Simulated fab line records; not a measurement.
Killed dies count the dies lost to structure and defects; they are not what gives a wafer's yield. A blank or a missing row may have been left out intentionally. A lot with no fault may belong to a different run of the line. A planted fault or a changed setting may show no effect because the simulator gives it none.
Matching of chambers	flow n5_finfet	rie_diel-06 running N5_BEOL_M5_ETCH_68: 4 sister chambers
The step etches SOC in N2/H2, target depth 80 nm, overetch 16 nm, time 120 s. 4 wafers are shown with their chamber, then 10 later ones without.

WAFERS, EACH WITH ITS CHAMBER
wafer	chamber	showerhead_plenum_p_Torr (Torr)
L082.6	1	2.64
L086.3	2	2.54
L087.1	0	2.50
L087.4	3	2.46

WAFERS WHOSE CHAMBER IS MISSING
wafer	showerhead_plenum_p_Torr (Torr)
L087.5	2.50
L096.1	2.53
L096.2	2.63
L096.3	2.49
L096.4	2.45
L096.5	2.45
L096.6	2.49
L097.2	2.45
L097.3	2.53
L097.5	2.45

CHAMBER TAKEN BY EACH
wafer	from the rows above	in truth
L087.5	0	0
L096.1	2	2
L096.2	1	1
L096.3	0	0
L096.4	3	3
L096.5	3	3
L096.6	0	0
L097.2	3	3
L097.3	2	2
L097.5	3	3
Correctly placed: 10 of 10. Left unplaced by these rows: 0. Placed wrongly: 0.
How it was worked out, from the rows above alone: a wafer's distance from a chamber is the root of the sum, over the readings, of the square of ((its reading less the chamber's mean) divided by the reading's scatter). If the next closest chamber is less than 2 further off than the closest, the wafer can't be placed; otherwise it belongs to the closest. The mean given for a chamber averages the wafers shown for that chamber. The scatter (one wafer shown for each chamber): square how far every hidden wafer sits from the nearest shown wafer, average those squares and take the square root.
